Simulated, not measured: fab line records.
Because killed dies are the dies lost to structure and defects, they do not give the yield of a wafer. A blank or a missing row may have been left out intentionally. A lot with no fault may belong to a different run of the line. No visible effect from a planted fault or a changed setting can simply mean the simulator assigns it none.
Comparing a struck lot with a sound one | flow n5Finfet | 16 out of 1938 route steps
Sound: these wafers, L938.2, L938.4, L938.6. The struck wafers were L947.1, L947.5, L947.6. The cause is given at the end.
Per side, at each step with rows, come the tool, then ch with its chambers, and then its first start. Under that, the readings that differ: sound wafers | struck wafers | difference of the means | sigmas: that difference in standard deviations of wafers without a fault.
alike: readings whose means differ by less than 2 such deviations, and words and numbers that are the same on both sides. not compared: withheld readings, readings that some wafer has no value for, bounds like >300 that may hide the same value, and numbers for which the record gives no deviation and whose values overlap.
A row with sigmas, a row that says differs or no value, or rows on one side alone: a step with any of these is where the two part. Numbers that have no deviation but don't overlap get no sigmas and don't part them. A reading that every wafer of one side lacks parts them only if that side has two wafers or more.

first, 4 steps without rows for these wafers: N5_BEOL_M8_SOFTBAKE_06 (time 60 s); N5_BEOL_M8_EXPOSE_08 (exposes mask M8); N5_BEOL_M8_PEB_09 (peb time 60 s); N5_BEOL_M8_DEVELOP_10 (develop time 30 s).
N5_BEOL_M8_CD_MEAS_11 targets a cd of 38.5 nm.
  sound on cdSem-02 ch 0, day 10 07:22; struck on cdSem-01 ch 0, day 15 13:26
  alike: cdNm
N5_BEOL_M8_OVL_MEAS_12:
  sound on overlay-01 ch 0, day 10 07:23; struck on overlay-02 ch 0, day 15 13:28
  alike: M8_OVL
N5_BEOL_M8_INSPECT_13: inspects for defects (brightfield).
  sound on defectInspect-01 at day 10 07:25; struck on defectInspect-01 at day 15 13:29
  alike: rawDefectCount
N5_BEOL_M8_DESCUM_16: chemistry O2, time 7.9 s.
  sound on rieDiel-05 ch 0,1, day 10 07:27; struck on rieDiel-04 ch 0,3, day 15 13:31
  alike: drypumpMotorCurrentA, oesProductAu, rfVppV, showerheadPlenumPTorr, throttleValvePct
  not compared: rfHoursCounterH
N5_BEOL_M8_ETCH_61: etches SiARC in CF4, target depth 45.5 nm, time 75.8 s.
  sound on rieDiel-05 ch 0,1, day 10 07:29; struck on rieDiel-04 ch 0,3, day 15 13:34
  alike: drypumpMotorCurrentA, etchRfOnTimeS, oesProductAu, rfVppV, showerheadPlenumPTorr, throttleValvePct
  not compared: rfHoursCounterH
N5_BEOL_M8_ETCH_62: etches SOC in N2/H2, target depth 110 nm, overetch 22 nm, time 165 s.
  sound on rieDiel-05 ch 0,1, day 10 07:32; struck on rieDiel-04 ch 0,3, day 15 13:37
  alike: drypumpMotorCurrentA, oesProductAu, rfVppV, showerheadPlenumPTorr, throttleValvePct
  not compared: rfHoursCounterH
then, 1 step without rows for these wafers: N5_BEOL_M8_STRIP_68 (strips in N2/H2).
N5_BEOL_M8_STRIP_67: strips in CF4.
  sound on rieDiel-05 ch 0,1, day 10 07:41; struck on rieDiel-04 ch 0,3, day 15 13:46
  alike: drypumpMotorCurrentA, oesProductAu, rfVppV, showerheadPlenumPTorr, throttleValvePct
  not compared: rfHoursCounterH
N5_BEOL_M8_HM_OPEN_17: chemistry Cl2/BCl3, target TiN, target depth 20 nm, overetch 6 nm.
  sound on rieMetal-01 ch 0,1, day 10 07:43; struck on rieMetal-01 ch 0,1, day 15 13:48
  no value came back on the struck wafers for any of 6 readings (bcl3FlowSccm (sccm), biasW (W) and others); on the sound wafers bcl3FlowSccm (sccm) reads 21.70 21.69 21.81
reading                                 | sound        | struck          | difference | sigmas
model.SOC_of_BEOL_M8_COAT_59.thkNm (nm) | 92.2 92.2 92 | 100.2 100 100.2 | +8.0       | 
  not compared: rfHoursCounterH
N5_BEOL_M8_STRIP_19: strips in O2.
  sound on rieDiel-05 ch 1,2,3, day 10 07:50; struck on rieDiel-04 ch 1,2, day 15 13:55
  alike: drypumpMotorCurrentA, oesProductAu, rfVppV, showerheadPlenumPTorr, throttleValvePct
  not compared: rfHoursCounterH
N5_BEOL_M8_CD_MEAS_18: pitch 80 nm, target cd 40 nm.
  sound on cdSem-02 at day 10 07:55; struck on cdSem-01 at day 15 13:59
reading   | sound          | struck | difference                    | sigmas
cdNm (nm) | 40.5 40.4 40.3 | - - -  | no value on the struck wafers | 
then, 1 step without rows for these wafers: N5_BEOL_M8_COAT_63 (time 60 s, resist thk 60 nm).

## WHERE THEY PART
At N5_BEOL_M8_HM_OPEN_17 first; at N5_BEOL_M8_CD_MEAS_18 last (within this record only).

WHY: whatever the simulator had introduced
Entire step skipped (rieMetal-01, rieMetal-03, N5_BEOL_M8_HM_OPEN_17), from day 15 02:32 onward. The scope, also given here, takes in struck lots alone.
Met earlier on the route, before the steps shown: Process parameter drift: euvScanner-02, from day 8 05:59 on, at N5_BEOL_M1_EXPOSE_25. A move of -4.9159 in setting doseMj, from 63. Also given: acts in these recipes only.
